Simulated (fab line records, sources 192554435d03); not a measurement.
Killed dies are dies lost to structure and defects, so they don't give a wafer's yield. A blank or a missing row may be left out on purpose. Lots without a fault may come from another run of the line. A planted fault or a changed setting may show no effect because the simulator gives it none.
Split-lot experiment | flow n5_finfet | 7 lots, 21 wafers read, on a route of 1938 steps

THE SPLIT
At N5_BEOL_M12_ETCH_68 (etches SOC in N2/H2, time 285 s), the setting time_s was moved away from the recipe's 285 s on 12 of the 21 wafers read, by -22.1% to +17.2%. The other wafers ran this setting at the recipe's value.

The reading is taken at the split's own step.

THE READING
SiARC_of_BEOL_M12_COAT_66.thk_nm (the simulator's own value, which no gauge read), in nm, at N5_BEOL_M12_ETCH_68 (etches SOC in N2/H2, time 285 s). The file gives no usual value for it. The 9 wafers here that ran the recipe average 86.1 nm, standard deviation 0.44 nm.

wafer  | tool, chamber at the split | time_s as run, s | against the recipe | SiARC_of_BEOL_M12_COAT_66.thk_nm, nm | against lot-mates on the recipe
L074.1 | rie_diel-05, 1             | 236.7            | -16.9%             | 89.8                                 | no lot-mate on the recipe
L074.5 | rie_diel-05, 3             | 236.7            | -16.9%             | 90.4                                 | no lot-mate on the recipe
L074.6 | rie_diel-05, 2             | 236.7            | -16.9%             | 90.6                                 | no lot-mate on the recipe
L077.1 | rie_diel-01, 1             | 285              | recipe             | 85.6                                 | -
L077.2 | rie_diel-01, 3             | 260.2            | -8.7%              | 88.4                                 | +2.7
L077.3 | rie_diel-01, 0             | 285              | recipe             | 85.8                                 | -
L082.1 | rie_diel-05, 0             | 285              | recipe             | 86.8                                 | -
L082.4 | rie_diel-05, 3,1           | 285              | recipe             | 86.6                                 | -
L082.5 | rie_diel-05, 3,1           | 285              | recipe             | 86.6                                 | -
L083.3 | rie_diel-05, 3             | 285              | recipe             | 86.4                                 | -
L083.4 | rie_diel-05, 1             | 285              | recipe             | 86                                   | -
L083.6 | rie_diel-05, 2             | 221.9            | -22.1%             | 91.8                                 | +5.6
L091.1 | rie_diel-04, 0             | 285              | recipe             | 85.6                                 | -
L091.2 | rie_diel-04, 1             | 244.5            | -14.2%             | 89                                   | +3.4
L091.4 | rie_diel-04, 0             | 244.5            | -14.2%             | 88                                   | +2.4
L092.2 | rie_diel-01, 0             | 334.1            | +17.2%             | 81.6                                 | no lot-mate on the recipe
L092.5 | rie_diel-01, 3             | 334.1            | +17.2%             | 82.2                                 | no lot-mate on the recipe
L092.6 | rie_diel-01, 1             | 334.1            | +17.2%             | 82.4                                 | no lot-mate on the recipe
L094.1 | rie_diel-04, 0             | 302.3            | +6.1%              | 84.2                                 | -1.6
L094.3 | rie_diel-04, 3             | 285              | recipe             | 85.8                                 | -
L094.5 | rie_diel-04, 3             | 302.3            | +6.1%              | 84.6                                 | -1.2
Where a row lists several chambers, the file gives one row for several wafers and doesn't say which wafer went through which chamber.

THE FIT
A straight line over all 21 wafers: SiARC_of_BEOL_M12_COAT_66.thk_nm changes by -0.235 nm for each +1% of time_s; r = -0.98; the points scatter about the line by 0.53 nm.
The same after taking each lot's own level away (the mean of its wafers on the recipe; 15 wafers): -0.236 nm for each +1%; r = -0.98; scatter 0.36 nm.
On that fit, the largest move of time_s shifts the reading by 5.2 nm.
The lots' own levels span 85.60 to 86.67 nm, that is 2.4 times the standard deviation above.
So the lot-to-lot level changes the slope little: the two slopes agree.
Check: with one of the wafers moved furthest among these (-22.1%) left out of the fit, the line predicts +4.92 nm for it against its lot-mates. It came out at +5.6 nm against them.

OTHER SPLITS ON THESE WAFERS
These wafers also went through other splits before the reading. Each is held against what the fit with the lots' levels taken away leaves over:
other split on the same wafers | wafers away from the commonest value | r with SiARC_of_BEOL_M12_COAT_66.thk_nm (lot level and that fit taken away)
N5_BEOL_M11_DEGAS_44 temp_c    | 6                                    | -0.43
N5_BEOL_M12_ETCH_67 source_w   | 6                                    | +0.11

THE FILE'S OWN FIT
SiARC_of_BEOL_M12_COAT_66.thk_nm changes by -0.245 nm for each +1% of time_s, r = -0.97.
